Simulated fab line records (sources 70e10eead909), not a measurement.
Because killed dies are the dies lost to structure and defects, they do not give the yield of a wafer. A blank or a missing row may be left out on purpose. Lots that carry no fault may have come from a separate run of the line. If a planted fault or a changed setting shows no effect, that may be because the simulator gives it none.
A struck lot beside a sound one / flow nand_harc / 40 out of 1159 route steps
Sound: these wafers, L300.1, L300.2, L300.4. Struck: wafer L302.4. (L302.3, L302.6 of the same lot were not struck and are left out.) The cause comes at the end.
At each step with rows: each side's tool, then ch and its chambers, then its first start. Under that, the readings that differ: sound wafers / struck wafers / difference of the means / sigmas: that difference in standard deviations of wafers without a fault.
alike: words and numbers the same on both sides, and readings whose means are apart by under 2 such deviations; not compared: readings that were withheld, readings missing a value for some wafer, numbers with overlapping values and no deviation given by the record, and bounds like >300 which may hide the same value.
The two part at a step that has a row with sigmas, a row that says differs or no value, or rows on one side only. Numbers that don't overlap but have no deviation are shown without sigmas and don't part them. A reading that every wafer of one side lacks parts them only if that side has two wafers or more.

NHARC_P_CONTACT_CD_MEAS_19:
  struck on cd_sem-01, day 6 21:21; sound on cd_sem-03, day 6 06:02
  alike: cd_nm
then, 9 steps without rows for these wafers: NHARC_P_CONTACT_STRIP_28 (strips in O2); NHARC_P_CONTACT_STRIP_29 (strips in post etch residue remover, time 1200 s); NHARC_P_CONTACT_DEGAS_38 (time 60 s); NHARC_P_CONTACT_PRE_CLEAN_39 (time 19.5 s); NHARC_P_CONTACT_PVD_32 (deposits Ti, target thk 5 nm, time 17.7 s); NHARC_P_CONTACT_ALD_22 (deposits TiN, target thk 3 nm, pulse time 1 s, ald cycles 150); NHARC_P_CONTACT_CVD_23 (deposits W, target thk 200 nm, time 557 s); NHARC_P_CONTACT_CMP_24 (polishes, t overpolish 30 s, target thk 200 nm); NHARC_P_CONTACT_SRD_26.
NHARC_P_CONTACT_INSPECT_27:
  struck on defect_inspect-01, day 6 23:34; sound on defect_inspect-01, day 6 15:19
  alike: raw_defect_count
NHARC_P_M0_DEP_00: deposits SiOC, target thk 150 nm.
  sound on pecvd-02 ch 1,2, day 6 15:26; struck on pecvd-02 ch 0, day 6 23:41
  alike: showerhead_vpp_V
then, 9 steps without rows for these wafers: NHARC_P_M0_DEHYDRATE_01 (time 120 s); NHARC_P_M0_HMDS_02 (time 30 s); NHARC_P_M0_COAT_33 (time 65 s); NHARC_P_M0_COAT_03 (resist thk 90 nm); NHARC_P_M0_SOFTBAKE_04 (time 55 s); NHARC_P_M0_EBR_05; NHARC_P_M0_EXPOSE_06 (exposes mask P M0, target cd 90 nm); NHARC_P_M0_PEB_07 (peb time 65 s); NHARC_P_M0_DEVELOP_08 (develop time 35 s).
NHARC_P_M0_CD_MEAS_09: the cd target is 90 nm.
  sound on cd_sem-01 ch 0, day 6 16:13; struck on cd_sem-02 ch 0, day 7 00:29
  alike: cd_nm
NHARC_P_M0_OVL_MEAS_10: pitch 180 nm.
  struck on overlay-01, day 7 00:34; sound on overlay-02, day 6 16:18
reading=overlay_y_nm (nm); sound=1.5 2.1 1.9; struck=-1.2; difference=-3.0; sigmas=-3
  alike: overlay_x_nm
NHARC_P_M0_INSPECT_11:
  struck on defect_inspect-02, day 7 00:36; sound on defect_inspect-01, day 6 16:20
  alike: raw_defect_count
then, 3 steps without rows for these wafers: NHARC_P_M0_DESCUM_14 (chemistry O2, time 3 s); NHARC_P_M0_ETCH_34 (etches the open film in N2/H2, target depth 40 nm, overetch 12 nm, time 43.94 s); NHARC_P_M0_ETCH_15 (etches the open film in C4F8/Ar, target depth 150 nm, overetch 15 nm, time 82.5 s).
NHARC_P_M0_CD_MEAS_16:
  struck on cd_sem-03, day 7 01:00; sound on cd_sem-02, day 6 16:42
  alike: cd_nm
then, 2 steps without rows for these wafers: NHARC_P_M0_STRIP_18 (strips in N2/H2); NHARC_P_M0_STRIP_19 (strips in post etch residue remover, time 600 s).
NHARC_P_M0_DEGAS_28: time 60 s.
  struck on pvd_sputter-03, day 7 01:41; sound on pvd_sputter-02, day 6 17:19
  alike: heater_power_w
NHARC_P_M0_PRE_CLEAN_29: time 30 s.
  sound on pvd_sputter-02; struck on pvd_sputter-03
reading=heater_power_w (W); sound=443 353 382; struck=475; difference=+82; sigmas=+2
NHARC_P_M0_PVD_20: deposits TaN, target thk 5 nm, time 8.06 s.
  sound on pvd_sputter-02; struck on pvd_sputter-03
  alike: throttle_valve_pct
NHARC_P_M0_PVD_21: deposits Cu, target thk 30 nm, time 20.49 s.
  sound on pvd_sputter-02; struck on pvd_sputter-03
  alike: throttle_valve_pct
then, 2 steps without rows for these wafers: NHARC_P_M0_ECD_22 (material Cu, target thk 400 nm); NHARC_P_M0_ANNEAL_30 (time 90 s).
NHARC_P_M0_CMP_23: polishes, t overpolish 20 s, target thk 117.53 nm.
  sound on cmp-04 ch 1,2,3, day 6 18:31; struck on cmp-01 ch 3, day 7 02:45
reading=motor_current_A (A); sound=12.1 12.1 10.0; struck=15.1; difference=+3.7; sigmas=+3
  alike: retaining_ring_pressure_frac, time_to_endpoint_s
after that, 1 step had no rows for these wafers: NHARC_P_M0_SRD_25.
NHARC_P_M0_INSPECT_27:
  struck on defect_inspect-01, day 7 03:13; sound on defect_inspect-02, day 6 18:58
  alike: raw_defect_count
-- record jumps: 13 days between struck wafers' starts before vs after; left off in module P_M0, resumes in module END, first step shown is number 1159 of the route --
NHARC_END_SORT_01:
  here the record holds rows for the struck wafers (prober-01 ch 0, day 20 08:39) but none for the sound ones

== WHERE THEY PART ==
Last at NHARC_END_SORT_01 as far as this record goes, first at NHARC_P_M0_OVL_MEAS_10.

WHY: whatever the simulator had introduced
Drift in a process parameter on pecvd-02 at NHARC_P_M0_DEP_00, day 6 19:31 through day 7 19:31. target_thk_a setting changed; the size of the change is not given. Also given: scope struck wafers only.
